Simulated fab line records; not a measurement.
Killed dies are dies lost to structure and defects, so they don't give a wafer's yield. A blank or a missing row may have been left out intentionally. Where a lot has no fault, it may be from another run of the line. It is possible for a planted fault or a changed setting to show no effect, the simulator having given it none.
A struck lot beside a sound one + flow nandHarc + 14 steps out of a route of 1302
Sound: wafers L394.1, L394.3, L394.6. Struck: wafers L404.1, L404.2, L404.6. The cause comes at the end.
Order at every step that has rows: each side's tool, ch and its chambers, its first start. Under that, the readings that differ: sound wafers + struck wafers + difference of the means + sigmas: that difference in standard deviations of wafers without a fault.
alike: readings whose means differ by less than 2 such deviations, and words and numbers that are the same on both sides. not compared: withheld readings, readings that some wafer has no value for, bounds like >300 that may hide the same value, and numbers for which the record gives no deviation and whose values overlap.
The two part at a step that has a row with sigmas, a row that says differs or no value, or rows on one side only. Numbers that don't overlap but have no deviation are shown without sigmas and don't part them. A reading that every wafer of one side lacks parts them only if that side has two wafers or more.

first, 6 steps without rows for these wafers: NHARC_A_DECK1_JOINT_CVD_34 (deposits SiNx, target thk 20 nm); NHARC_A_DECK1_JOINT_DEP_06 (deposits SiOx, target thk 80 nm); NHARC_A_DECK1_JOINT_CURE_26 (time 32 s); NHARC_A_DECK1_JOINT_ANNEAL_27 (time 3600 s); NHARC_A_DECK1_JOINT_ANNEAL_28 (time 1800 s); NHARC_A_DECK1_JOINT_ANNEAL_29 (time 1800 s).
NHARC_A_DECK1_JOINT_CMP_02: polishes SiOx.
  sound on cmp-04 ch 1,2, day 12 04:35; struck on cmp-02 ch 0,1,3, day 16 13:45
  alike: motorCurrentA, slurryFlowMlMin
then, 1 step without rows for these wafers: NHARC_A_DECK1_JOINT_SRD_15.
NHARC_A_DECK1_JOINT_DEP_16: deposits SiO2, target thk 45 nm.
  sound on pecvd-02 ch 0,1,2, day 12 04:59; struck on pecvd-01 ch 0,1,2, day 16 14:05
  alike: heaterPowerW, throttleValvePct
NHARC_A_DECK1_JOINT_THK_MEAS_17: measures by ellipsometry.
  sound on filmMetro-02 at day 12 05:16; struck on filmMetro-01 at day 16 14:22
  alike: thkNm
NHARC_A_DECK1_JOINT_INSPECT_05:
  sound on defectInspect-01 at day 12 05:19; struck on defectInspect-02 at day 16 14:25
  alike: rawDefectCount
NHARC_A_ONON_D2_DEP_00: target thk 1000 nm.
  sound on pecvdOnon-03 ch 0, day 12 05:22; struck on pecvdOnon-04 ch 0, day 16 14:29
NHARC_A_ONON_D2_THK_MEAS_02: measures by ellipsometry.
  sound on filmMetro-02 at day 12 05:53; struck on filmMetro-01 at day 16 15:10
| reading    | sound       | struck      | difference | sigmas |
|------------|-------------|-------------|------------|--------|
| thkNm (nm) | 993 992 994 | 547 546 544 | -447       | -54    |
  not compared: hold
then, 1 step without rows for these wafers: NHARC_END_SORT_01.

WHERE THEY PART
Only at NHARC_A_ONON_D2_THK_MEAS_02, within this record.

WHY: what the simulator had put in
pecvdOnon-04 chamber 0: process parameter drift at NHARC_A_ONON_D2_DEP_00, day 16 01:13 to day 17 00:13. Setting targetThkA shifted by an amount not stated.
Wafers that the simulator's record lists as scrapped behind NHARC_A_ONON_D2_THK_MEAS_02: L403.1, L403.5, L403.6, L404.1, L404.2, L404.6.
